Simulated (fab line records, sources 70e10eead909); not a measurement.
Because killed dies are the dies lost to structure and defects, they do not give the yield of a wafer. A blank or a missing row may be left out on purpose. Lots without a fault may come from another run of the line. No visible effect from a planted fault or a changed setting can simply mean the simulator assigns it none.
fab line records	flow nand_harc
[record] lots = 24	wafers = 72	last_day = 34
route steps=1302 shown P_STI@83 P_GATE@205 P_CONTACT@240
lots with no fault: from the same line, run without faults
start_h: hours from the record's first day to the start of the lot's first wafer shown	wait_h: hours elapsed since this lot's preceding step	" the same as in the row above	L1.1+2: several wafers, shown together as one row	- no value, or no start was given	* or withheld: withheld	< > ~ a bound
route shown NAME@n: a module of which the file shows steps, and the number in the route of the first	usual: mean/standard deviation of fault-free wafers	same: alike in all rows	chamber/n: place in a boat	sites: per-site readings	_std_site: standard deviation across them	_edge_site: mean of outer sites minus mean of inner sites	radius_mm: how far each site lies from the wafer's centre	mask NAME#n: copy n	behind: the last tool/chamber to shape the wafer	hold: reason for holding the lot/hours on hold/outcome of the hold	device: the transistor (n, p or np) that didn't switch	end of line: the same wafers' tests at the end of the route	a step given without rows: its recipe and nothing more	killed: not the wafer's yield, but the dies lost to structure and defects at the first sort	map: the dies of a wafer, with x for killed, . for not killed, _ for no die there
set.NAME: the run value of the setting; set.NAME@STEP: its run value at that earlier step	model.NAME: the simulator's own value behind a step, which no gauge read
route steps across a sampled set of lots; one table per step, one row per wafer
services: the hour from which a tool's chamber was out of use, counted from the record's first day as start_h (under 0 if before that day), plus the number of hours and why
[[steps]]
[step NHARC_P_STI_CD_MEAS_09]
[recipe] target_cd_nm = 200	landing_energy_ev = 500
[usual] cd_nm = 200.6/1.2
lot.wafer	tool	chamber	start_h	wait_h	cd_nm
L074.3	cd_sem-02	0	44.02	-	199.7
L074.5	"	0	"	"	200.5
L074.6	"	0	"	"	200.7
L075.2	cd_sem-03	0	54.65	-	201.0
L075.5	"	0	"	"	201.6
L075.6	"	0	"	"	199.7
L076.2	cd_sem-03	0	64.61	-	199.8
L076.3	"	0	"	"	200.1
L076.6	"	0	"	"	201.8
L077.2	cd_sem-02	0	74.00	-	201.1
L077.5	"	0	"	"	201.2
L077.6	"	0	"	"	199.9
L078.1	cd_sem-01	0	84.35	-	200.9
L078.4	"	0	"	"	199.9
L078.6	"	0	"	"	201.0
L079.1	cd_sem-02	0	94.65	-	199.8
L079.3	"	0	"	"	201.7
L079.5	"	0	"	"	200.1
L080.1	cd_sem-02	0	102.37	-	199.3
L080.2	"	0	"	"	200.1
L080.3	"	0	"	"	200.9
L081.1	cd_sem-03	0	115.46	-	201.2
L081.3	"	0	"	"	200.3
L081.6	"	0	"	"	203.7
L082.2	cd_sem-03	0	124.91	-	199.8
L082.4	"	0	"	"	201.5
L082.6	"	0	"	"	199.7
L083.2	cd_sem-02	0	134.82	-	201.6
L083.4	"	0	"	"	201.0
L083.5	"	0	"	"	200.9
L084.1	cd_sem-03	0	142.86	-	198.1
L084.2	"	0	"	"	199.8
L084.4	"	0	"	"	203.9
L085.2	cd_sem-03	0	154.74	-	200.4
L085.3	"	0	"	"	201.8
L085.4	"	0	"	"	201.8
L086.2	cd_sem-03	0	162.98	-	201.9
L086.4	"	0	"	"	200.2
L086.5	"	0	"	"	200.1
L087.1	cd_sem-02	0	174.05	-	200.1
L087.2	"	0	"	"	202.3
L087.3	"	0	"	"	200.8
L088.1	cd_sem-02	0	186.15	-	203.1
L088.2	"	0	"	"	201.1
L088.3	"	0	"	"	200.7
L089.1	cd_sem-02	0	193.61	-	201.8
L089.2	"	0	"	"	202.5
L089.5	"	0	"	"	203.3
L090.2	cd_sem-01	0	205.33	-	199.9
L090.5	"	0	"	"	199.8
L090.6	"	0	"	"	198.8
L091.1	cd_sem-03	0	214.61	-	203.1
L091.3	"	0	"	"	200.6
L091.5	"	0	"	"	202.0
L092.1	cd_sem-01	0	225.63	-	201.8
L092.4	"	0	"	"	200.0
L092.6	"	0	"	"	200.6
L093.2	cd_sem-02	0	236.94	-	199.5
L093.3	"	0	"	"	200.3
L093.5	"	0	"	"	201.7
L094.3	cd_sem-01	0	245.67	-	198.9
L094.4	"	0	"	"	199.3
L094.6	"	0	"	"	200.2
L095.1	cd_sem-03	0	252.44	-	199.9
L095.4	"	0	"	"	199.7
L095.5	"	0	"	"	200.9
L097.3	cd_sem-03	0	275.11	-	198.9
L097.4	"	0	"	"	198.7
L097.6	"	0	"	"	198.9
L096.2	cd_sem-02	0	293.04	-	200.0
L096.3	"	0	"	"	200.1
L096.6	"	0	"	"	198.5
[step NHARC_P_STI_OVL_MEAS_10]
[usual] overlay_x_nm = -2/6.2	overlay_y_nm = -1/5.6
lot.wafer	tool	chamber	start_h	wait_h	overlay_x_nm	overlay_y_nm
L074.3	overlay-02	-	44.11	-	-5	-4
L074.5	"	-	"	"	-6	-5
L074.6	"	-	"	"	-6	-4
L075.2	overlay-01	-	54.74	-	-5	-7
L075.5	"	-	"	"	-6	-7
L075.6	"	-	"	"	-5	-7
L076.2	overlay-01	-	64.69	-	-3	1
L076.3	"	-	"	"	-4	1
L076.6	"	-	"	"	-4	1
L077.2	overlay-01	-	74.08	-	-2	9
L077.5	"	-	"	"	-1	9
L077.6	"	-	"	"	-2	10
L078.1	overlay-01	-	84.43	-	3	-2
L078.4	"	-	"	"	4	-3
L078.6	"	-	"	"	3	-3
L079.1	overlay-01	-	94.74	-	-2	-1
L079.3	"	-	"	"	-1	-1
L079.5	"	-	"	"	-1	-1
L080.1	overlay-02	-	102.46	-	4	-8
L080.2	"	-	"	"	5	-8
L080.3	"	-	"	"	4	-9
L081.1	overlay-01	-	115.55	-	-1	-7
L081.3	"	-	"	"	-1	-8
L081.6	"	-	"	"	0	-7
L082.2	overlay-01	-	124.99	-	-3	4
L082.4	"	-	"	"	-3	4
L082.6	"	-	"	"	-3	3
L083.2	overlay-02	-	134.93	-	-4	2
L083.4	"	-	"	"	-5	3
L083.5	"	-	"	"	-5	2
L084.1	overlay-01	-	142.95	-	-1	9
L084.2	"	-	"	"	-1	9
L084.4	"	-	"	"	-1	10
L085.2	overlay-02	-	154.83	-	-13	-4
L085.3	"	-	"	"	-13	-4
L085.4	"	-	"	"	-13	-5
L086.2	overlay-01	-	163.06	-	-9	-12
L086.4	"	-	"	"	-9	-12
L086.5	"	-	"	"	-9	-12
L087.1	overlay-01	-	174.14	-	1	0
L087.2	"	-	"	"	1	-1
L087.3	"	-	"	"	1	0
L088.1	overlay-01	-	186.24	-	-6	2
L088.2	"	-	"	"	-6	1
L088.3	"	-	"	"	-6	2
L089.1	overlay-01	-	193.70	-	-3	-2
L089.2	"	-	"	"	-4	-2
L089.5	"	-	"	"	-2	-2
L090.2	overlay-02	-	205.41	-	17	-2
L090.5	"	-	"	"	17	-2
L090.6	"	-	"	"	16	-2
L091.1	overlay-01	-	214.70	-	4	1
L091.3	"	-	"	"	5	1
L091.5	"	-	"	"	5	1
L092.1	overlay-01	-	225.71	-	2	-5
L092.4	"	-	"	"	2	-5
L092.6	"	-	"	"	2	-5
L093.2	overlay-02	-	237.02	-	-4	-3
L093.3	"	-	"	"	-4	-3
L093.5	"	-	"	"	-3	-3
L094.3	overlay-01	-	245.75	-	5	12
L094.4	"	-	"	"	5	10
L094.6	"	-	"	"	5	11
L095.1	overlay-01	-	252.53	-	-14	2
L095.4	"	-	"	"	-13	1
L095.5	"	-	"	"	-14	2
L097.3	overlay-02	-	275.19	-	-3	-4
L097.4	"	-	"	"	-3	-3
L097.6	"	-	"	"	-3	-4
L096.2	overlay-01	-	293.13	-	4	2
L096.3	"	-	"	"	4	3
L096.6	"	-	"	"	3	3
[step NHARC_P_GATE_STRIP_95]
[recipe] power_w = 1500	temp_c = 250	chemistry = O2
[usual] drypump_motor_current_A = 5.8/0.52	heater_power_w = 334/45
lot.wafer	tool	chamber	start_h	wait_h	drypump_motor_current_A	heater_power_w	rf_hours_counter_h
L074.3	plasma_asher-01	0	115.93	0.3	5.7	346	-
L074.5	"	1	"	"	5.7	263	-
L074.6	"	0	"	"	5.7	339	-
L076.2	plasma_asher-01	1	129.77	0.5	5.7	267	29
L076.3	"	1	"	"	5.7	269	-
L076.6	"	1	"	"	5.7	266	-
L075.2	plasma_asher-02	1	130.44	0.5	6.6	371	10
L075.6	"	0	"	"	5.2	384	-
L075.5	"	1	"	"	6.6	359	-
L077.2	plasma_asher-01	0	141.36	0.6	5.7	343	31
L077.6	"	0	"	"	5.7	332	-
L077.5	"	1	"	"	5.7	262	-
L078.1	plasma_asher-02	1	154.72	0.6	6.6	375	14
L078.4	"	1	"	"	6.6	357	-
L078.6	"	1	"	"	6.6	359	-
L079.1	plasma_asher-02	0	165.01	0.6	5.2	377	16
L079.3	"	1	"	"	6.6	361	-
L079.5	"	0	"	"	5.2	385	-
L080.1	plasma_asher-02	0	173.15	0.6	5.2	381	20
L080.2	"	1	"	"	6.6	367	20
L080.3	"	1	"	"	6.6	356	-
L081.1	plasma_asher-01	0	188.16	0.6	5.7	303	3
L081.3	"	1	"	"	5.7	265	-
L081.6	"	0	"	"	5.7	324	-
L082.2	plasma_asher-02	1	189.12	0.6	6.6	371	23
L082.4	"	1	"	"	6.6	374	-
L082.6	"	0	"	"	5.2	394	-
L083.2	plasma_asher-02	0	202.72	0.6	5.3	384	26
L083.4	"	1	"	"	6.6	367	-
L083.5	"	1	"	"	6.6	369	-
L084.2	plasma_asher-02	0	211.59	0.6	5.2	385	28
L084.1	"	1	"	"	6.6	368	28
L084.4	"	0	"	"	5.2	387	-
L085.2	plasma_asher-02	0	225.37	0.5	5.2	389	31
L085.3	"	1	"	"	6.7	359	-
L085.4	"	0	"	"	5.2	375	-
L086.2	plasma_asher-01	0	229.10	0.5	5.7	322	11
L086.4	"	1	"	"	5.7	259	-
L086.5	"	0	"	"	5.7	319	-
L087.1	plasma_asher-02	0	241.71	0.6	5.2	378	33
L087.2	"	1	"	"	6.6	362	33
L087.3	"	0	"	"	5.2	387	-
L089.1	plasma_asher-02	1	260.38	0.6	6.6	352	2
L089.2	"	0	"	"	5.2	377	2
L089.5	"	0	"	"	5.2	369	-
L088.1	plasma_asher-02	0	264.67	0.6	5.2	370	4
L088.2	"	1	"	"	6.6	353	4
L088.3	"	1	"	"	6.6	356	-
L090.2	plasma_asher-01	0	272.48	0.5	5.7	312	20
L090.6	"	1	"	"	5.7	254	-
L090.5	"	0	"	"	5.7	316	-
L091.1	plasma_asher-01	0	284.52	0.6	5.7	314	23
L091.3	"	1	"	"	5.7	258	-
L091.5	"	0	"	"	5.7	326	-
L092.1	plasma_asher-02	1	298.29	0.6	6.6	348	9
L092.4	"	0	"	"	5.2	372	-
L092.6	"	0	"	"	5.2	362	-
L093.2	plasma_asher-01	0	302.82	0.6	5.7	308	26
L093.3	"	1	"	"	5.7	260	-
L093.5	"	0	"	"	5.7	307	-
L094.4	plasma_asher-01	0	314.27	0.4	5.7	312	-
L094.3	"	1	"	"	5.8	259	-
L094.6	"	1	"	"	5.7	263	-
L095.1	plasma_asher-01	0	319.18	0.6	5.7	318	30
L095.4	"	1	"	"	5.7	264	-
L095.5	"	1	"	"	5.7	260	-
L097.4	plasma_asher-01	1	341.29	0.4	5.7	260	-
L097.3	"	0	"	"	5.7	315	-
L097.6	"	0	"	"	5.7	326	-
L096.2	plasma_asher-02	1	366.90	0.6	6.6	358	23
L096.3	"	0	"	"	5.2	361	-
L096.6	"	0	"	"	5.2	353	-
[step NHARC_P_GATE_RTA_80]
[recipe] temp_c = 300	time_s = 30
[usual] lamp_power_pct = 1.91/0.13	lamp_zone_6_pct = 1.89/0.12	wafer_temp_C_max = 300.86/0.25
lot.wafer	tool	chamber	start_h	wait_h	lamp_power_pct	lamp_zone_6_pct	wafer_temp_C_max
L074.3	rtp_anneal-02	0	117.12	-	2.03	2.01	300.83
L074.5	"	0	"	"	2.03	2.01	300.71
L074.6	"	0	"	"	2.03	2.01	300.82
L076.2	rtp_anneal-01	0	130.95	-	1.77	1.76	300.82
L076.3	"	0	"	"	1.78	1.76	300.78
L076.6	"	0	"	"	1.78	1.76	301.08
L075.2	rtp_anneal-02	0	131.64	-	2.02	2.01	301.02
L075.5	"	0	"	"	2.03	2.01	301.37
L075.6	"	0	"	"	2.02	2.00	300.72
L077.2	rtp_anneal-02	0	142.80	-	2.03	2.01	300.94
L077.5	"	0	"	"	2.03	2.01	300.66
L077.6	"	0	"	"	2.03	2.01	300.58
L078.1	rtp_anneal-02	0	155.90	-	2.03	2.01	300.77
L078.4	"	0	"	"	2.03	2.00	300.83
L078.6	"	0	"	"	2.02	2.01	300.76
L079.1	rtp_anneal-01	0	166.17	-	1.78	1.76	300.82
L079.3	"	0	"	"	1.78	1.76	300.99
L079.5	"	0	"	"	1.78	1.76	301.06
L080.1	rtp_anneal-01	0	174.32	-	1.77	1.76	301.17
L080.2	"	0	"	"	1.78	1.75	301.20
L080.3	"	0	"	"	1.77	1.76	301.12
L081.1	rtp_anneal-02	0	189.33	-	2.03	2.01	300.58
L081.3	"	0	"	"	2.02	2.01	300.38
L081.6	"	0	"	"	2.02	2.01	300.37
L082.2	rtp_anneal-02	0	190.31	-	2.03	2.01	300.66
L082.4	"	0	"	"	2.03	2.01	300.48
L082.6	"	0	"	"	2.03	2.01	300.60
L083.2	rtp_anneal-01	0	203.90	-	1.78	1.76	301.43
L083.4	"	0	"	"	1.77	1.76	300.83
L083.5	"	0	"	"	1.77	1.76	300.92
L084.1	rtp_anneal-02	0	212.75	-	2.03	2.01	301.11
L084.2	"	0	"	"	2.03	2.01	300.94
L084.4	"	0	"	"	2.03	2.01	301.05
L085.2	rtp_anneal-01	0	226.55	-	1.77	1.75	300.80
L085.3	"	0	"	"	1.77	1.76	300.86
L085.4	"	0	"	"	1.77	1.76	301.08
L086.2	rtp_anneal-01	0	230.31	-	1.77	1.76	301.00
L086.4	"	0	"	"	1.77	1.75	300.93
L086.5	"	0	"	"	1.77	1.76	300.79
L087.1	rtp_anneal-01	0	242.88	-	1.78	1.75	300.70
L087.2	"	0	"	"	1.77	1.76	301.16
L087.3	"	0	"	"	1.77	1.76	301.08
L089.1	rtp_anneal-02	0	261.55	-	2.03	2.01	300.75
L089.2	"	0	"	"	2.03	2.01	300.95
L089.5	"	0	"	"	2.03	2.01	300.82
L088.1	rtp_anneal-01	0	265.83	-	1.78	1.76	301.23
L088.2	"	0	"	"	1.77	1.76	300.86
L088.3	"	0	"	"	1.77	1.76	301.11
L090.2	rtp_anneal-01	0	273.67	-	1.77	1.76	300.87
L090.5	"	0	"	"	1.77	1.75	300.74
L090.6	"	0	"	"	1.78	1.76	300.88
L091.1	rtp_anneal-01	0	285.68	-	1.77	1.76	301.37
L091.3	"	0	"	"	1.77	1.75	300.92
L091.5	"	0	"	"	1.77	1.76	301.01
L092.1	rtp_anneal-02	0	299.45	-	2.03	2.01	300.75
L092.4	"	0	"	"	2.03	2.01	300.90
L092.6	"	0	"	"	2.03	2.01	300.95
L093.2	rtp_anneal-02	0	304.02	-	2.03	2.00	300.92
L093.3	"	0	"	"	2.02	2.01	300.39
L093.5	"	0	"	"	2.03	2.01	300.60
L094.3	rtp_anneal-01	0	315.47	-	1.77	1.76	300.90
L094.4	"	0	"	"	1.78	1.75	301.37
L094.6	"	0	"	"	1.77	1.76	300.69
L095.1	rtp_anneal-02	0	320.34	-	2.03	2.01	300.51
L095.4	"	0	"	"	2.02	2.00	300.94
L095.5	"	0	"	"	2.03	2.01	300.92
L097.3	rtp_anneal-02	0	342.53	-	2.03	2.01	300.97
L097.4	"	0	"	"	2.02	2.00	301.04
L097.6	"	0	"	"	2.02	2.01	301.44
L096.2	rtp_anneal-02	0	368.09	-	2.02	2.01	300.91
L096.3	"	0	"	"	2.03	2.00	300.86
L096.6	"	0	"	"	2.02	2.00	300.71
[step NHARC_P_GATE_RTA_82]
[recipe] temp_c = 450	time_s = 30
[usual] lamp_power_pct = 3.70/0.24	lamp_zone_6_pct = 3.67/0.24	wafer_temp_C_max = 451.4/0.4
lot.wafer	tool	chamber	start_h	wait_h	lamp_power_pct	lamp_zone_6_pct	wafer_temp_C_max
L074.3	rtp_anneal-01	0	117.58	-	3.48	3.47	451.6
L074.5	"	0	"	"	3.49	3.46	452.2
L074.6	"	0	"	"	3.49	3.46	451.7
L076.2	rtp_anneal-01	0	131.41	-	3.49	3.46	451.5
L076.3	"	0	"	"	3.49	3.46	451.6
L076.6	"	0	"	"	3.49	3.46	451.5
L075.2	rtp_anneal-01	0	132.10	-	3.49	3.47	451.3
L075.5	"	0	"	"	3.48	3.46	452.1
L075.6	"	0	"	"	3.49	3.45	451.5
L077.2	rtp_anneal-02	0	143.28	-	3.99	3.95	451.5
L077.5	"	0	"	"	3.99	3.95	450.9
L077.6	"	0	"	"	3.98	3.95	451.3
L078.1	rtp_anneal-01	0	156.36	-	3.49	3.47	451.7
L078.4	"	0	"	"	3.48	3.46	451.2
L078.6	"	0	"	"	3.49	3.46	451.4
L079.1	rtp_anneal-01	0	166.63	-	3.49	3.47	451.2
L079.3	"	0	"	"	3.49	3.46	451.9
L079.5	"	0	"	"	3.49	3.46	452.3
L080.1	rtp_anneal-01	0	174.78	-	3.48	3.46	451.2
L080.2	"	0	"	"	3.48	3.46	451.2
L080.3	"	0	"	"	3.49	3.46	451.4
L081.1	rtp_anneal-02	0	189.79	-	3.98	3.95	451.0
L081.3	"	0	"	"	3.98	3.95	451.3
L081.6	"	0	"	"	3.99	3.95	450.7
L082.2	rtp_anneal-01	0	190.77	-	3.49	3.46	451.9
L082.4	"	0	"	"	3.49	3.46	451.4
L082.6	"	0	"	"	3.49	3.47	451.7
L083.2	rtp_anneal-02	0	204.36	-	3.98	3.95	451.3
L083.4	"	0	"	"	3.98	3.95	452.0
L083.5	"	0	"	"	3.98	3.96	451.3
L084.1	rtp_anneal-01	0	213.21	-	3.49	3.46	451.5
L084.2	"	0	"	"	3.49	3.46	451.0
L084.4	"	0	"	"	3.48	3.45	451.4
L085.2	rtp_anneal-01	0	227.02	-	3.49	3.46	451.2
L085.3	"	0	"	"	3.49	3.46	452.1
L085.4	"	0	"	"	3.49	3.46	451.1
L086.2	rtp_anneal-02	0	230.77	-	3.99	3.95	451.6
L086.4	"	0	"	"	3.99	3.95	451.1
L086.5	"	0	"	"	3.98	3.95	451.3
L087.1	rtp_anneal-02	0	243.34	-	3.98	3.95	451.4
L087.2	"	0	"	"	3.98	3.96	451.6
L087.3	"	0	"	"	3.98	3.95	451.2
L089.1	rtp_anneal-02	0	262.01	-	3.98	3.96	450.9
L089.2	"	0	"	"	3.98	3.95	451.3
L089.5	"	0	"	"	3.99	3.95	451.3
L088.1	rtp_anneal-02	0	266.28	-	3.98	3.95	451.4
L088.2	"	0	"	"	3.98	3.95	451.5
L088.3	"	0	"	"	3.99	3.94	451.5
L090.2	rtp_anneal-02	0	274.13	-	3.98	3.96	450.8
L090.5	"	0	"	"	3.98	3.95	451.1
L090.6	"	0	"	"	3.99	3.95	451.3
L091.1	rtp_anneal-02	0	286.15	-	3.98	3.95	450.6
L091.3	"	0	"	"	3.98	3.95	451.1
L091.5	"	0	"	"	3.99	3.95	450.8
L092.1	rtp_anneal-01	0	299.91	-	3.49	3.46	450.9
L092.4	"	0	"	"	3.49	3.47	452.0
L092.6	"	0	"	"	3.49	3.46	452.2
L093.2	rtp_anneal-01	0	304.48	-	3.49	3.46	450.9
L093.3	"	0	"	"	3.49	3.46	451.4
L093.5	"	0	"	"	3.49	3.47	450.9
L094.3	rtp_anneal-01	0	315.95	-	3.49	3.46	451.2
L094.4	"	0	"	"	3.49	3.46	451.5
L094.6	"	0	"	"	3.49	3.46	451.0
L095.1	rtp_anneal-01	0	320.85	-	3.49	3.46	451.5
L095.4	"	0	"	"	3.49	3.46	451.4
L095.5	"	0	"	"	3.49	3.46	452.2
L097.3	rtp_anneal-02	0	342.99	-	3.99	3.95	451.0
L097.4	"	0	"	"	3.99	3.95	451.7
L097.6	"	0	"	"	3.99	3.95	450.9
L096.2	rtp_anneal-01	0	368.55	-	3.48	3.46	451.4
L096.3	"	0	"	"	3.49	3.46	451.7
L096.6	"	0	"	"	3.49	3.46	451.3
[step NHARC_P_CONTACT_ETCH_31]
[recipe] target_depth_a = 300	time_s = 85.7	ion_energy_ev = 120	over_etch_frac = 1	ch3f_flow_sccm = 50	o2_flow_sccm = 30	ar_flow_sccm = 200	rf_w = 500	bias_w = 100	chemistry = CH3F/O2
[usual] chamber_pressure_mTorr = 24.999/0.022	drypump_motor_current_A = 5.78/0.27	mfc_ar_sccm = 200.0/0.51	oes_product_au = 0.976/0.011	rf_fwd_power_W = 496.3/1.7	rf_vpp_V = 244.8/1.8	showerhead_plenum_p_Torr = 2.49/0.11	throttle_valve_pct = 20.662/0.0092
lot.wafer	tool	chamber	start_h	wait_h	chamber_pressure_mTorr	drypump_motor_current_A	mfc_ar_sccm	oes_product_au	rf_fwd_power_W	rf_hours_counter_h	rf_vpp_V	showerhead_plenum_p_Torr	throttle_valve_pct
L074.3	rie_diel-09	2	-	-	25.026	5.63	199.8	0.978	494.4	5.0	247.6	2.64	20.676
L074.6	"	2	"	"	24.989	5.69	199.8	0.977	495.0	-	247.1	2.64	20.674
L074.5	"	3	"	"	25.004	6.39	200.5	0.976	497.2	-	243.8	2.44	20.660
L076.2	rie_diel-03	1	-	-	24.982	5.77	200.4	0.983	494.4	0.7	243.3	2.47	20.671
L076.3	"	2	"	"	25.002	5.58	200.3	0.987	497.4	0.7	247.2	2.62	20.658
L076.6	"	2	"	"	25.001	5.59	200.2	0.984	493.9	-	247.3	2.62	20.669
L075.2	rie_diel-10	2	-	-	25.021	5.61	199.7	0.980	494.4	3.2	247.5	2.63	20.652
L075.5	"	3	"	"	25.037	5.37	199.4	0.990	498.8	-	244.1	2.48	20.659
L075.6	"	0	"	"	25.007	6.20	199.2	0.985	499.4	-	243.3	2.34	20.655
L077.2	rie_diel-03	3	-	-	24.991	5.67	199.1	0.977	495.9	1.4	243.0	2.34	20.680
L077.6	"	0	"	"	24.998	5.76	199.4	0.976	495.8	-	248.0	2.62	20.670
L077.5	"	1	"	"	24.980	5.77	199.4	0.980	497.4	-	245.0	2.47	20.647
L078.1	rie_diel-10	3	-	-	24.980	5.39	200.1	0.976	493.7	5.4	244.0	2.48	20.665
L078.4	"	1	"	"	25.000	5.76	201.1	0.976	496.5	5.0	244.5	2.52	20.679
L078.6	"	0	"	"	24.989	6.19	200.2	0.983	498.4	-	243.3	2.34	20.657
L079.1	rie_diel-10	2	-	-	25.026	5.60	200.5	0.983	492.4	5.1	246.5	2.63	20.667
L079.3	"	1	"	"	25.026	5.77	199.9	0.986	494.8	5.6	246.1	2.52	20.663
L079.5	"	2	"	"	25.012	5.60	200.6	0.989	494.0	-	247.7	2.63	20.660
L080.2	rie_diel-10	0	-	-	25.004	6.23	200.5	0.982	497.7	6.4	241.7	2.34	20.657
L080.3	"	1	"	"	24.998	5.76	199.4	0.978	495.8	6.0	245.2	2.52	20.666
L080.1	"	3	"	"	24.995	5.39	198.8	0.972	496.6	6.6	245.9	2.48	20.648
L081.1	rie_diel-03	1	-	-	25.006	5.77	199.7	0.972	497.5	2.6	243.9	2.47	20.652
L081.3	"	3	"	"	25.011	5.68	200.9	0.986	494.9	2.7	243.0	2.34	20.678
L081.6	"	2	"	"	25.041	5.55	200.6	0.978	496.0	-	247.5	2.62	20.666
L082.2	rie_diel-09	0	-	-	25.061	5.61	199.9	0.985	496.9	0.8	242.0	2.37	20.664
L082.4	"	1	"	"	25.012	5.79	200.4	0.989	496.5	1.2	243.5	2.45	20.672
L082.6	"	3	"	"	25.037	6.39	201.1	0.978	495.7	-	244.2	2.44	20.657
L083.4	rie_diel-10	0	-	-	25.005	6.23	199.5	0.980	499.4	7.5	242.3	2.34	20.667
L083.2	"	2	"	"	24.987	5.61	199.7	0.963	495.4	6.8	245.5	2.63	20.666
L083.5	"	1	"	"	25.010	5.74	199.6	0.966	494.2	-	247.1	2.52	20.655
L084.1	rie_diel-03	1	-	-	24.967	5.77	200.4	0.958	496.1	3.5	244.6	2.47	20.655
L084.2	"	3	"	"	25.022	5.68	200.0	0.970	495.2	3.9	243.2	2.34	20.658
L084.4	"	3	"	"	24.988	5.68	199.7	0.959	496.1	-	242.0	2.34	20.662
L085.4	rie_diel-10	3	-	-	24.990	5.39	200.4	0.976	500.2	9.1	245.3	2.47	20.657
L085.3	"	1	"	"	24.998	5.77	201.1	0.984	496.3	8.3	245.0	2.52	20.663
L085.2	"	2	"	"	24.984	5.60	200.1	0.972	495.7	8.0	246.3	2.63	20.661
L086.2	rie_diel-09	1	-	-	25.014	5.79	199.9	0.979	497.3	1.9	243.3	2.45	20.670
L086.4	"	3	"	"	25.025	6.37	200.8	0.981	499.1	1.7	245.3	2.44	20.676
L086.5	"	2	"	"	25.022	5.69	200.7	0.968	497.2	-	246.9	2.63	20.671
L087.3	rie_diel-03	1	-	-	25.031	5.74	200.5	0.972	495.8	4.4	242.3	2.47	20.666
L087.1	"	2	"	"	24.994	5.57	200.5	0.976	496.8	4.7	247.3	2.62	20.661
L087.2	"	0	"	"	24.968	5.74	200.0	0.990	499.2	2.0	245.7	2.62	20.661
L089.1	rie_diel-09	2	-	-	24.964	5.64	199.0	0.967	494.5	2.9	246.4	2.63	20.670
L089.2	"	3	"	"	24.984	6.38	199.6	0.976	495.8	2.9	243.5	2.44	20.675
L089.5	"	3	"	"	24.966	6.36	200.0	0.981	495.8	-	242.7	2.44	20.670
L088.1	rie_diel-03	2	-	-	25.004	5.56	200.3	0.976	498.6	5.6	246.4	2.62	20.642
L088.3	"	3	"	"	25.033	5.65	199.5	0.982	495.4	5.6	242.0	2.34	20.664
L088.2	"	0	"	"	24.990	5.74	199.5	0.981	497.0	2.9	245.6	2.62	20.675
L090.2	rie_diel-09	0	-	-	25.010	5.59	199.4	0.969	498.7	2.5	242.6	2.37	20.655
L090.5	"	2	"	"	24.993	5.68	200.5	0.960	493.0	-	246.9	2.63	20.656
L090.6	"	3	"	"	24.990	6.38	200.5	0.962	498.2	-	243.7	2.44	20.663
L091.3	rie_diel-09	2	-	-	25.022	5.72	199.9	0.985	496.4	3.6	247.1	2.63	20.660
L091.1	"	3	"	"	24.963	6.37	200.1	0.983	494.3	3.7	244.7	2.44	20.684
L091.5	"	2	"	"	25.025	5.71	200.0	0.990	494.3	-	246.7	2.63	20.667
L092.1	rie_diel-10	0	-	-	24.992	6.20	199.9	0.952	498.1	2.2	243.0	2.33	20.662
L092.4	"	2	"	"	24.983	5.60	200.4	0.946	496.5	2.9	245.6	2.63	20.658
L092.6	"	0	"	"	24.974	6.23	200.7	0.959	496.3	-	241.9	2.33	20.669
L093.2	rie_diel-10	0	-	-	24.973	6.22	200.2	0.993	498.9	2.6	242.9	2.33	20.677
L093.3	"	1	"	"	25.016	5.77	200.3	0.995	495.6	2.7	244.5	2.52	20.658
L093.5	"	0	"	"	24.992	6.23	199.7	1.004	497.5	-	242.7	2.33	20.688
L094.3	rie_diel-03	0	-	-	24.998	5.76	200.2	0.976	494.9	0.8	247.1	2.62	20.647
L094.4	"	2	"	"	25.011	5.57	200.2	0.954	498.9	0.6	247.6	2.62	20.654
L094.6	"	1	"	"	25.021	5.77	200.6	0.967	497.2	-	245.2	2.46	20.668
L095.1	rie_diel-10	3	-	-	24.994	5.37	199.8	0.987	496.2	4.5	245.0	2.47	20.659
L095.4	"	0	"	"	25.009	6.23	200.3	0.990	498.2	4.2	243.4	2.33	20.642
L095.5	"	2	"	"	24.958	5.59	199.3	0.980	497.0	-	247.2	2.63	20.650
L097.4	rie_diel-03	1	-	-	25.021	5.75	199.8	0.979	496.6	1.5	245.8	2.46	20.666
L097.3	"	3	"	"	25.005	5.68	200.1	0.982	494.4	1.5	243.2	2.34	20.655
L097.6	"	1	"	"	25.009	5.74	198.6	0.984	495.2	-	244.1	2.46	20.659
L096.2	rie_diel-10	1	-	-	24.999	5.74	199.8	0.978	494.7	8.2	244.8	2.52	20.660
L096.3	"	3	"	"	24.994	5.39	199.7	0.978	496.4	7.2	244.4	2.47	20.654
L096.6	"	0	"	"	25.027	6.19	200.5	0.983	496.9	-	242.5	2.33	20.666
[[services]]
tool	chamber	start_h	hours	kind
plasma_asher-02	-	96.02	1.3	repair
rie_diel-09	0	102.87	2.1	repair
rie_diel-03	-	104.30	9.0	pm
rie_diel-10	2	106.18	4.6	repair
rie_diel-03	3	130.33	2.4	repair
rie_diel-09	-	143.10	9.0	pm
rie_diel-03	0	163.54	60.9	repair
plasma_asher-01	-	165.00	9.0	pm
rie_diel-09	0	173.21	3.9	repair
rie_diel-09	2	174.36	5.5	repair
rie_diel-03	2	198.57	7.1	repair
rie_diel-03	1	199.51	1.9	repair
rie_diel-10	1	230.50	19.0	repair
rie_diel-10	-	242.50	9.0	pm
rie_diel-03	-	246.12	0.5	repair
plasma_asher-02	-	249.00	9.0	pm
plasma_asher-01	-	256.81	1.9	repair
rie_diel-03	1	267.69	2.8	repair
rie_diel-10	1	276.91	7.7	repair
rie_diel-03	-	281.45	9.0	pm
rie_diel-10	2	297.69	3.4	repair
rie_diel-03	3	312.45	4.6	repair
rie_diel-03	-	318.86	0.4	repair
plasma_asher-01	-	342.00	9.0	pm
[[key]]
fault none
